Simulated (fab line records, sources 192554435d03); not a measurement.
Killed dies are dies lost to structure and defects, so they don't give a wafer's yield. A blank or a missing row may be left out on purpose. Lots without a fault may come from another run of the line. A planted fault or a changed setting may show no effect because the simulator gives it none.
Split-lot experiment | flow n5_finfet | 7 lots, 21 wafers read, on a route of 1938 steps

THE SPLIT
At N5_MOL_CONTACT_COAG_CONTACT_ETCH_14 (etches SiO2 in C4F6/O2, target depth 27.5 nm, overetch 8.5 nm, time 20 s), the setting source_w was moved away from the recipe's 370 W on 5 of the 21 wafers read, by +6.9% to +14.1%. The other wafers ran this setting at the recipe's value.

The reading is taken at the split's own step.

THE READING
rf_vpp_V, in V, at N5_MOL_CONTACT_COAG_CONTACT_ETCH_14 (etches SiO2 in C4F6/O2, target depth 27.5 nm, overetch 8.5 nm, time 20 s). Fault-free wafers of this fab line usually give 694 V, standard deviation 4.7 V.

wafer  | tool, chamber at the split | source_w as run, W | against the recipe | rf_vpp_V, V | against lot-mates on the recipe
L078.2 | rie_diel-02, 0             | 370                | recipe             | 699         | -
L078.3 | rie_diel-02, 3             | 395.7              | +6.9%              | 682         | -17
L078.4 | rie_diel-02, 1             | 395.7              | +6.9%              | 683         | -16
L082.1 | rie_diel-05, 1             | 370                | recipe             | 685         | -
L082.4 | rie_diel-05, 0             | 370                | recipe             | 696         | -
L082.5 | rie_diel-05, 1             | 370                | recipe             | 685         | -
L085.3 | rie_diel-04, 2             | 370                | recipe             | 691         | -
L085.5 | rie_diel-04, 3             | 370                | recipe             | 693         | -
L085.6 | rie_diel-04, 0             | 370                | recipe             | 700         | -
L086.1 | rie_diel-02, 2             | 407.4              | +10.1%             | 674         | -24
L086.3 | rie_diel-02, 1             | 407.4              | +10.1%             | 678         | -20
L086.4 | rie_diel-02, 0             | 370                | recipe             | 698         | -
L094.2 | rie_diel-02, 0             | 370                | recipe             | 700         | -
L094.4 | rie_diel-02, 1             | 422.3              | +14.1%             | 669         | -29
L094.5 | rie_diel-02, 3             | 370                | recipe             | 696         | -
L095.1 | rie_diel-05, 1             | 370                | recipe             | 687         | -
L095.3 | rie_diel-05, 2             | 370                | recipe             | 698         | -
L095.6 | rie_diel-05, 3             | 370                | recipe             | 695         | -
L096.3 | rie_diel-02, 1             | 370                | recipe             | 698         | -
L096.5 | rie_diel-02, 0             | 370                | recipe             | 698         | -
L096.6 | rie_diel-02, 1             | 370                | recipe             | 698         | -

THE FIT
A straight line over all 21 wafers: rf_vpp_V changes by -1.83 V for each +1% of source_w; r = -0.87; the points scatter about the line by 4.6 V.
The same after taking each lot's own level away (the mean of its wafers on the recipe; 21 wafers): -2.16 V for each +1%; r = -0.95; scatter 3.3 V.
On that fit, the largest move of source_w shifts the reading by 30 V.
The lots' own levels span 688.7 to 699.0 V, that is 2.2 times the standard deviation above.
So the lot-to-lot level changes the slope: the two fits differ.
Check: with one of the wafers moved furthest among these (+14.1%) left out of the fit, the line predicts -31.6 V for it against its lot-mates. It came out at -29 V against them.
Tool readings at the split's step, against how far the setting was moved: rf_vpp_V r = -0.87.

OTHER SPLITS ON THESE WAFERS
These wafers also went through other splits before the reading. Each is held against what the fit with the lots' levels taken away leaves over:
other split on the same wafers      | wafers away from the commonest value | r with rf_vpp_V (lot level and that fit taken away)
N5_HKMG_FIN_ETCH_58 source_w        | 3                                    | -0.23
N5_GATE_CUT_ETCH_58 bias_w          | 5                                    | -0.03
N5_GATE_CUT_ALD_22 ald_cycles       | 3                                    | +0.17
N5_MOL_CONTACT_COAG_ETCH_105 bias_w | 6                                    | -0.01

THE FILE'S OWN FIT
rf_vpp_V changes by -2.13 V for each +1% of source_w, r = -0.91.
